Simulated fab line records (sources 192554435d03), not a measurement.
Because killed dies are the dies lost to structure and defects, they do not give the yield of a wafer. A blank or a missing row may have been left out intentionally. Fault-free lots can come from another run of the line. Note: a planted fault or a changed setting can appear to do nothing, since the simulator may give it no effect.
Chamber matching / flow n5-finfet / N5_SD_EPI_N_SD_RECESS_17 on rie-si-06 has 4 sister chambers
The step chemistry HBr/Cl2/O2, target depth 41 nm, time 23.7 s, bt time 3 s. 8 wafers are shown with their chamber, then 9 later ones without.

## EACH WAFER AND ITS CHAMBER
wafer=L084.2; chamber=0; throttle-valve-pct (%)=37.4; drypump-motor-current-A (A)=6.0
wafer=L086.3; chamber=0; throttle-valve-pct (%)=37.4; drypump-motor-current-A (A)=6.0
wafer=L086.4; chamber=3; throttle-valve-pct (%)=37.3; drypump-motor-current-A (A)=4.9
wafer=L088.1; chamber=1; throttle-valve-pct (%)=37.1; drypump-motor-current-A (A)=5.8
wafer=L088.3; chamber=3; throttle-valve-pct (%)=37.3; drypump-motor-current-A (A)=4.8
wafer=L090.1; chamber=2; throttle-valve-pct (%)=36.4; drypump-motor-current-A (A)=5.5
wafer=L090.2; chamber=1; throttle-valve-pct (%)=37.1; drypump-motor-current-A (A)=5.8
wafer=L090.5; chamber=2; throttle-valve-pct (%)=36.3; drypump-motor-current-A (A)=5.5

## WAFERS WITH NO CHAMBER GIVEN
wafer=L091.2; throttle-valve-pct (%)=37.3; drypump-motor-current-A (A)=4.8
wafer=L091.3; throttle-valve-pct (%)=37.4; drypump-motor-current-A (A)=6.0
wafer=L091.4; throttle-valve-pct (%)=37.1; drypump-motor-current-A (A)=5.8
wafer=L093.2; throttle-valve-pct (%)=37.3; drypump-motor-current-A (A)=4.9
wafer=L093.4; throttle-valve-pct (%)=37.4; drypump-motor-current-A (A)=6.0
wafer=L093.5; throttle-valve-pct (%)=36.3; drypump-motor-current-A (A)=5.5
wafer=L095.1; throttle-valve-pct (%)=37.4; drypump-motor-current-A (A)=6.0
wafer=L095.3; throttle-valve-pct (%)=37.1; drypump-motor-current-A (A)=5.8
wafer=L095.4; throttle-valve-pct (%)=37.3; drypump-motor-current-A (A)=4.9

## WHICH CHAMBER EACH ONE RAN IN
wafer=L091.2; from the rows above=3; in truth=3
wafer=L091.3; from the rows above=0; in truth=0
wafer=L091.4; from the rows above=1; in truth=1
wafer=L093.2; from the rows above=3; in truth=3
wafer=L093.4; from the rows above=0; in truth=0
wafer=L093.5; from the rows above=2; in truth=2
wafer=L095.1; from the rows above=0; in truth=0
wafer=L095.3; from the rows above=1; in truth=1
wafer=L095.4; from the rows above=3; in truth=3
9 of 9 placed correctly. Number that these rows cannot place: 0. Wrongly placed: 0.
How it was worked out, from the rows above alone: a wafer's distance from a chamber is the root of the sum, over the readings, of the square of ((its reading less the chamber's mean) divided by the reading's scatter). If the next closest chamber is less than 2 further off than the closest, the wafer can't be placed; otherwise it belongs to the closest. A chamber's mean is the mean of its shown wafers. How the scatter is found: for the shown wafers, subtract from each reading the mean of its chamber, square and add these, divide the total by (wafers less chambers), then take the root.
